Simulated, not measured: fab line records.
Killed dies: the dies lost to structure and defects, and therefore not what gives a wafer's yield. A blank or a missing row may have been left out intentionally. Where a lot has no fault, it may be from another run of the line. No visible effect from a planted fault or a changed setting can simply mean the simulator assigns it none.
Matching of chambers	flow nand harc	NHARC_A_STAIRCASE_TRIM_12 on rie diel-12: 4 sister chambers
The step chemistry O2, time 211.2 s. 22 wafers are shown with their chamber, then 11 later ones without.

WAFERS, EACH WITH ITS CHAMBER
wafer	chamber	drypump motor current A (A)	showerhead plenum p Torr (Torr)	oes product au (a.u.)
L076.1	3	4.7	3.44	1.002
L076.2	1	6.0	3.66	0.987
L076.3	0	5.8	3.52	0.995
L076.4	2	5.4	3.53	1.014
L076.5	2	5.5	3.53	1.009
L076.6	3	4.7	3.44	1.001
L078.1	1	6.0	3.66	0.988
L078.2	3	4.8	3.44	1.002
L078.5	1	6.0	3.66	0.983
L080.1	0	5.8	3.52	0.984
L080.4	2	5.5	3.53	0.996
L080.6	2	5.5	3.53	1.000
L081.1	1	6.0	3.65	0.984
L081.2	2	5.5	3.52	1.004
L081.5	1	6.0	3.65	0.988
L085.1	1	6.0	3.65	0.979
L085.5	0	5.8	3.52	0.984
L085.6	1	6.0	3.65	0.976
L086.1	2	5.5	3.52	1.007
L086.2	1	6.0	3.65	0.979
L086.4	3	4.7	3.43	0.998
L088.2	0	5.8	3.51	0.983

SIGNATURES (averages over the wafers above)
reading	chamber 0	chamber 1	chamber 2	chamber 3	scatter within a chamber
drypump motor current A	5.800	6.000	5.483	4.725	0.0297
showerhead plenum p Torr	3.5175	3.6538	3.5267	3.4375	0.00511
oes product au	0.98650	0.98300	1.00500	1.00075	0.00508
Rule: distance of a wafer from a chamber = root of the sum over the readings of ((wafer's reading minus chamber's mean) / reading's scatter) squared. The wafer belongs to the nearest chamber; if the next one is less than 2 further off, it can't be placed. How the scatter is found: for the shown wafers, subtract from each reading the mean of its chamber, square and add these, divide the total by (wafers less chambers), then take the root.

WAFERS MISSING THEIR CHAMBER
wafer	drypump motor current A (A)	showerhead plenum p Torr (Torr)	oes product au (a.u.)
L088.4	5.4	3.52	1.020
L088.6	4.7	3.43	0.991
L091.1	5.9	3.51	0.983
L091.3	5.4	3.51	1.002
L091.6	5.8	3.51	0.981
L094.3	4.7	3.42	0.988
L094.4	5.8	3.50	0.999
L094.6	5.8	3.50	0.985
L097.1	5.8	3.50	0.987
L097.2	6.0	3.64	0.988
L097.6	5.8	3.50	0.986

CHAMBER TAKEN BY EACH
wafer	from the rows above	in truth
L088.4	2	2
L088.6	3	3
L091.1	0	0
L091.3	2	2
L091.6	0	0
L094.3	3	3
L094.4	0	0
L094.6	0	0
L097.1	0	0
L097.2	1	1
L097.6	0	0
Correctly placed: 11 of 11. Can't be placed from these rows: 0. Placed wrongly: 0.
